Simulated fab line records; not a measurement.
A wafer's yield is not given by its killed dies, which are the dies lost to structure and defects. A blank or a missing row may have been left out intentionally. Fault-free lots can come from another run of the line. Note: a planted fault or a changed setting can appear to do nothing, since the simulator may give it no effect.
Chamber matching -- flow nand-harc -- 4 sister chambers for NHARC_P_CONTACT_CMP_24 on cmp-01
The step polishes, t overpolish 30 s, target thk 200 nm. 8 wafers are shown with their chamber, then 7 later ones without.

== WAFERS, EACH WITH ITS CHAMBER ==
wafer,chamber,motor-current-A (A),time-to-endpoint-s (s)
L570.4,1,9.7,45
L570.5,0,11.2,36
L587.2,3,11.5,35
L587.6,0,11.6,37
L588.2,3,11.4,35
L588.5,2,12.0,36
L589.1,1,9.9,45
L589.2,2,11.8,35

== WAFERS MISSING THEIR CHAMBER ==
wafer,motor-current-A (A),time-to-endpoint-s (s)
L589.3,11.8,32
L591.1,11.9,36
L591.4,9.6,43
L591.6,11.8,33
L592.1,10.8,33
L592.3,9.8,40
L592.5,11.9,34

== THE CHAMBER EACH PASSED THROUGH ==
wafer,from the rows above,in truth
L589.3,can't be placed: 3 or 2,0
L591.1,2,2
L591.4,1,1
L591.6,can't be placed: 3 or 2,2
L592.1,3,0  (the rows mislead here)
L592.3,can't be placed: 1 or 0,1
L592.5,can't be placed: 2 or 3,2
Correct placement for 2 of the 7. These rows do not allow placing 4 (true chamber among the candidates in 3). Number placed wrongly: 1.
How it was worked out, from the rows above alone: a wafer's distance from a chamber is the root of the sum, over the readings, of the square of ((its reading less the chamber's mean) divided by the reading's scatter). If the next closest chamber is less than 2 further off than the closest, the wafer can't be placed; otherwise it belongs to the closest. The mean given for a chamber averages the wafers shown for that chamber. The scatter: the root of (the sum of the squares of (reading less its chamber's mean) over the shown wafers, divided by (wafers less chambers)).
